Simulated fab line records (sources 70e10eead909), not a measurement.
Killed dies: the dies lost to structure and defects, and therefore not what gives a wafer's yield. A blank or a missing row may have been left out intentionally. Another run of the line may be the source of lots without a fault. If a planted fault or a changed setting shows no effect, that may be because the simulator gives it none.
Chamber matching | flow nand-harc | NHARC_A_CHANNEL_FILL_D1_ALD_25 on ald-hk-03: 4 sister chambers
The step deposits SiOx, target thk 60 nm, pulse time 10 s, ald cycles 600. 8 wafers are shown with their chamber, then 9 later ones without.

## WAFERS PAIRED WITH THEIR CHAMBERS
wafer  | chamber | heater-power-w (W) | precursor-pulse-height-rel
L080.1 | 1       | 496                | 1.026
L082.4 | 3       | 422                | 1.010
L082.6 | 0       | 464                | 1.009
L085.5 | 2       | 525                | 1.001
L085.6 | 3       | 422                | 0.989
L089.2 | 1       | 493                | 0.957
L089.3 | 0       | 460                | 1.022
L089.5 | 2       | 536                | 0.999

## WAFERS WITHOUT THEIR CHAMBER
wafer  | heater-power-w (W) | precursor-pulse-height-rel
L093.2 | 537                | 0.982
L093.3 | 462                | 1.019
L093.6 | 531                | 1.032
L096.1 | 536                | 0.985
L096.2 | 422                | 0.987
L096.3 | 492                | 0.981
L097.2 | 518                | 1.022
L097.3 | 478                | 1.003
L097.5 | 497                | 0.986

## THE CHAMBER EACH PASSED THROUGH
wafer  | from the rows above     | in truth
L093.2 | 2                       | 2
L093.3 | 0                       | 0
L093.6 | 2                       | 2
L096.1 | 2                       | 2
L096.2 | 3                       | 3
L096.3 | 1                       | 1
L097.2 | 2                       | 2
L097.3 | can't be placed: 0 or 1 | 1
L097.5 | 1                       | 1
8 of 9 placed correctly. Unplaceable from these rows: 1, with the true chamber sitting among the candidates in 1. Wrongly placed: 0.
How it was worked out, from the rows above alone: a wafer's distance from a chamber is the root of the sum, over the readings, of the square of ((its reading less the chamber's mean) divided by the reading's scatter). The wafer belongs to the nearest chamber; if the next one is less than 2 further off, it can't be placed. A chamber's mean is the mean of its shown wafers. How the scatter is found: for the shown wafers, subtract from each reading the mean of its chamber, square and add these, divide the total by (wafers less chambers), then take the root.
